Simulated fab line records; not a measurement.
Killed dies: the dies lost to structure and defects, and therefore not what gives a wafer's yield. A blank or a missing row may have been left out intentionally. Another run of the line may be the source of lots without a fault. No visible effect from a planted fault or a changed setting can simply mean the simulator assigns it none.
A struck lot beside a sound one ; flow nandHarc ; 14 steps out of a route of 1302
Sound: wafers L572.3, L572.5, L572.6. Wafers L563.2, L563.5, L563.6 were the ones struck. The cause comes at the end.
For every step that has rows: the tool of each side, followed by ch and its chambers, followed by its first start. Under that, the readings that differ: sound wafers ; struck wafers ; difference of the means ; sigmas: that difference in standard deviations of wafers without a fault.
alike: readings with means less than 2 such deviations apart, plus words and numbers identical on both sides. not compared: withheld readings, readings lacking a value on some wafer, bounds such as >300 that could conceal the same value, and numbers that have no deviation in the record and whose values overlap.
Wherever a step has rows on one side only, a row that says differs or no value, or a row with sigmas, the two part there. Non-overlapping numbers with no deviation appear without sigmas and do not part them. A reading that every wafer of one side lacks parts them only if that side has two wafers or more.

NHARC_P_M2_DEGAS_29: time 60 s.
  sound on pvdSputter-01 at day 11 08:59; struck on pvdSputter-03 at day 7 15:43
  alike: heaterPowerW
NHARC_P_M2_PRE_CLEAN_30: time 30 s.
  sound on pvdSputter-01; struck on pvdSputter-03
  alike: heaterPowerW
then, 3 steps without rows for these wafers: NHARC_P_M2_PVD_20 (deposits TaN, target thk 5 nm, time 8.06 s); NHARC_P_M2_PVD_21 (deposits Cu, target thk 30 nm, time 20.49 s); NHARC_P_M2_ECD_22 (material Cu, target thk 400 nm).
NHARC_P_M2_ANNEAL_31: time 90 s.
  sound on rtpAnneal-02 ch 0, day 11 09:50; struck on rtpAnneal-02 ch 0, day 7 16:38
  alike: annealTempC, wafer_temp_C_max
then, 1 step without rows for these wafers: NHARC_P_M2_CMP_23 (polishes, t overpolish 20 s, target thk 144.3 nm).
NHARC_P_M2_THK_MEAS_24: measures by xrf.
  sound on filmMetro-02 at day 11 10:24; struck on filmMetro-01 at day 7 17:15
  alike: thkNm
then, 1 step without rows for these wafers: NHARC_P_M2_SRD_25.
NHARC_P_M2_INSPECT_27:
  sound on defectInspect-01 at day 11 10:33; struck on defectInspect-01 at day 7 17:24
  alike: rawDefectCount
NHARC_P_M2_PRE_CLEAN_32: time 12 s.
  sound on pecvd-04 ch 0,1,2, day 11 10:39; struck on pecvd-04 ch 0,2, day 7 17:28
  alike: heaterPowerW
NHARC_P_M2_DEP_33: deposits SiCN, target thk 30 nm.
  sound on pecvd-04 ch 0,1,2, day 11 10:46; struck on pecvd-04 ch 0,2, day 7 17:33
  no value came back on the struck wafers for chamberPressureTorr (Torr), heaterPowerOuterW (W), heaterPowerW (W); on the sound wafers chamberPressureTorr (Torr) reads 2.994 3.008 3.001
NHARC_P_BONDPAD_DEP_00: deposits SiCN, target thk 250 nm.
  sound on pecvd-02 ch 0,1,2, day 11 11:10; struck on pecvd-03 ch 0,1,2, day 7 17:58
  alike: chamberPressureTorr, heaterPowerOuterW, heaterPowerW
then, 1 step without rows for these wafers: NHARC_END_SORT_01.

## WHERE THEY PART
At NHARC_P_M2_DEP_33 and nowhere else, as far as this record goes. Later steps at which nothing parts them and some readings are alike: NHARC_P_BONDPAD_DEP_00.

WHY: what the simulator had put in
Entire step skipped (pecvd-04, NHARC_P_M2_DEP_33), from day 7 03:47 onward. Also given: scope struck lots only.
